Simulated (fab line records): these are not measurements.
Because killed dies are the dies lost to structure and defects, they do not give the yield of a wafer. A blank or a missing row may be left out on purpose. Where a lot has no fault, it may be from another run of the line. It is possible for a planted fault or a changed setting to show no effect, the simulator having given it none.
A single fault, viewed from 3 desks / flow n5 finfet / only its own numbers are on each desk; what lay behind them is given at the end

## TOOL OWNER'S DESK, ald metal-01
The tool's own readings at N5_BEOL_M4_ALD_84 (deposits TaN, pulse time 2 s, purge time 3 s, co reactant purge time 2 s): means of the sampled wafers that have a number, for each lot that ran on this tool. Marked OUT: a lot whose mean sits more than 4 standard deviations from the usual mean, which makes it out of limits; the brackets give that distance.
Columns: A = heater power w at N5_BEOL_M4_ALD_84, usual 402 W; B = precursor vessel carrier sccm at N5_BEOL_M4_ALD_84, usual 1000.1 sccm
lot=L698; first seen here=day 8 05:05; A=417; B=1003.0
lot=L709; first seen here=day 11 02:00; A=416; B=1001.2
lot=L713; first seen here=day 13 00:15; A=385; B=997.4
lot=L717; first seen here=day 14 17:20; A=420; B=1000.7
lot=L719; first seen here=day 14 21:53; A=381; B=1000.2
This desk's verdict: no lot among the 5 shows anything out of limits.

## THE DEFECT DESK
Inspection counts along the route, by lot: the mean over sampled wafers that carry a number. Marked OUT: a lot whose mean sits more than 4 standard deviations from the usual mean, which makes it out of limits; the brackets give that distance.
Columns: A = raw defect count at N5_BEOL_M4_INSPECT_59, usual 69
lot=L698; first seen here=day 8 08:24; A=85
lot=L702; first seen here=day 9 04:53; A=80
lot=L703; first seen here=day 9 11:32; A=71
lot=L706; first seen here=day 10 19:05; A=76
lot=L709; first seen here=day 11 05:39; A=103
lot=L710; first seen here=day 11 22:36; A=59
lot=L712; first seen here=day 12 23:20; A=58
lot=L713; first seen here=day 13 03:37; A=56
lot=L717; first seen here=day 14 21:07; A=46
lot=L719; first seen here=day 15 01:58; A=79
This desk's verdict: no lot among the 10 shows anything out of limits.

## METROLOGY DESK
What the gauges read, lot by lot, whatever tool the lot ran on: means of the sampled wafers that have a number. Marked OUT: a lot whose mean sits more than 4 standard deviations from the usual mean, which makes it out of limits; the brackets give that distance. It has 11 readings; the 7 that lie furthest out on some lot are the ones shown.
Columns: A = COMB_M4_max_site at N5_BEOL_M4_RC_MEAS_101, usual 7.9e-11 S/m; B = DIBL_P at N5_BEOL_M4_RC_MEAS_101, usual 36.5 mV/V; C = IOFF_P at N5_BEOL_M4_RC_MEAS_101, usual 0.22 nA/um; D = ION_N at N5_BEOL_M4_RC_MEAS_101, usual 675 uA/um; E = ION_P at N5_BEOL_M4_RC_MEAS_101, usual 463 uA/um; F = VT_N at N5_BEOL_M4_RC_MEAS_101, usual 249 mV; G = VT_P at N5_BEOL_M4_RC_MEAS_101, usual -250 mV
lot=L698; first seen here=day 8 08:25; A=7.9e-11; B=36.3; C=0.19; D=664; E=454; F=251; G=-255
lot=L702; first seen here=day 9 05:13; A=8.3e-11; B=32.7; C=0.15; D=654; E=450; F=255; G=-256
lot=L703; first seen here=day 9 11:34; A=9.6e-11; B=38.7; C=0.27; D=691; E=475; F=246; G=-247
lot=L706; first seen here=day 10 19:06; A=6.8e-11; B=38.0; C=0.26; D=687; E=470; F=245; G=-247
lot=L709; first seen here=day 11 05:40; A=8.2e-11; B=35.9; C=0.21; D=674; E=464; F=250; G=-249
lot=L710; first seen here=day 11 22:47; A=8.2e-11; B=36.4; C=0.23; D=674; E=465; F=248; G=-249
lot=L712; first seen here=day 12 23:21; A=8.4e-11; B=37.5; C=0.28; D=677; E=470; F=247; G=-245
lot=L713; first seen here=day 13 03:48; A=9.2e-11; B=36.3; C=0.22; D=667; E=462; F=248; G=-248
lot=L717; first seen here=day 14 21:08; A=1.1e-10; B=38.1; C=0.24; D=707; E=477; F=244; G=-249
lot=L719; first seen here=day 15 02:19; A=1.1e-10; B=37.8; C=0.23; D=676; E=461; F=248; G=-251
This desk's verdict: no lot among the 10 shows anything out of limits.

## ALL TOGETHER
The tool owner's desk saw nothing out of limits.
The defect desk saw nothing out of limits.
The metrology desk saw nothing out of limits.

## WHAT THE SIMULATOR PUT IN
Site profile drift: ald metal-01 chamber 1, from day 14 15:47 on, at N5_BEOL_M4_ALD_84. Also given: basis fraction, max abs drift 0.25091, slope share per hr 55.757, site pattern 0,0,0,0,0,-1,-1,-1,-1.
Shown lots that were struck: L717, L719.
